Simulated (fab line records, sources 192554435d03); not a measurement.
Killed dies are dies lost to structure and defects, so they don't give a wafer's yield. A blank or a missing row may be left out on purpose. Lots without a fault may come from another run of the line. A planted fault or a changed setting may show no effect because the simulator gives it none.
A struck lot beside a sound one | flow n5_finfet | 15 steps out of a route of 1938
Sound: wafers L904.3, L904.4, L904.5. Struck: wafer L903.1. (L903.6 of the same lot was not struck and is left out.) The cause comes at the end.
At each step with rows: each side's tool, then ch and its chambers, then its first start. Under that, the readings that differ: sound wafers | struck wafers | difference of the means | sigmas: that difference in standard deviations of wafers without a fault.
alike: readings whose means differ by less than 2 such deviations, and words and numbers that are the same on both sides. not compared: withheld readings, readings that some wafer has no value for, bounds like >300 that may hide the same value, and numbers for which the record gives no deviation and whose values overlap.
The two part at a step that has a row with sigmas, a row that says differs or no value, or rows on one side only. Numbers that don't overlap but have no deviation are shown without sigmas and don't part them. A reading that every wafer of one side lacks parts them only if that side has two wafers or more.

first, 8 steps without rows for these wafers: N5_SDB_COAT_03 (time 60 s, resist thk 100 nm); N5_SDB_COAT_04 (time 60 s, resist thk 18 nm); N5_SDB_COAT_05 (resist thk 90 nm); N5_SDB_EBR_07; N5_SDB_SOFTBAKE_06 (time 60 s); N5_SDB_EXPOSE_08 (exposes mask SDB); N5_SDB_PEB_09 (peb time 60 s); N5_SDB_DEVELOP_10 (develop time 30 s).
N5_SDB_CD_MEAS_11: target cd 50 nm.
  sound on cd_sem-02 ch 0, day 4 18:05; struck on cd_sem-02 ch 0, day 4 22:16
  alike: cd_nm
N5_SDB_OVL_MEAS_12:
  sound on overlay-01 ch 0, day 4 18:07; struck on overlay-02 ch 0, day 4 22:18
  alike: SDB_OVL
N5_SDB_INSPECT_13: inspects for defects (brightfield).
  sound on defect_inspect-01, day 4 18:08; struck on defect_inspect-02, day 4 22:20
  alike: raw_defect_count
N5_SDB_DESCUM_16: chemistry O2, time 7.9 s.
  sound on rie_diel-03 ch 0,1,2, day 4 18:10; struck on rie_diel-03 ch 2, day 4 22:22
  alike: drypump_motor_current_A, oes_product_au, rf_vpp_V, showerhead_plenum_p_Torr, throttle_valve_pct
  not compared: rf_hours_counter_h
N5_SDB_ETCH_17: etches SiARC in CF4, target depth 23.4 nm, time 39 s.
  sound on rie_diel-03 ch 0,1,2, day 4 18:13; struck on rie_diel-03 ch 2, day 4 22:23
  reading               | sound          | struck | difference | sigmas
  etch_rf_on_time_s (s) | 39.6 40.4 37.4 | 28.0   | -11.1      | -7
  alike: drypump_motor_current_A, oes_product_au, rf_vpp_V, showerhead_plenum_p_Torr, throttle_valve_pct
  not compared: rf_hours_counter_h
N5_SDB_ETCH_18: etches SOC in N2/H2, target depth 100 nm, overetch 20 nm, time 150 s.
  sound on rie_diel-03 ch 0,1,2, day 4 18:15; struck on rie_diel-03 ch 2, day 4 22:26
  alike: drypump_motor_current_A, h2_flow_sccm, oes_product_au, rf_vpp_V, showerhead_plenum_p_Torr, throttle_valve_pct
  not compared: rf_hours_counter_h
-- the record jumps here: 9 days lie between the struck wafers' starts before and after (it left off in module SDB and takes up again in module PASSIVATION, whose first step shown is number 1936 of the route) --
N5_PASSIVATION_PROBE_49:
  sound on prober-01, day 13 12:49; struck on prober-01, day 13 20:05
  alike: killed_at_M0_to_M3, killed_at_M4_up, killed_at_contacts, killed_at_front_end, killed_at_other, killed_dies, killed_open, killed_short

WHERE THEY PART
Only at N5_SDB_ETCH_17, within this record. Later steps at which nothing parts them and some readings are alike: N5_SDB_ETCH_18, N5_PASSIVATION_PROBE_49.

WHY: what the simulator had put in
Process parameter drift: rie_diel-03, from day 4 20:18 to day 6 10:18, at N5_SDB_ETCH_17. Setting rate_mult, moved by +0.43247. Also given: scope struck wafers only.
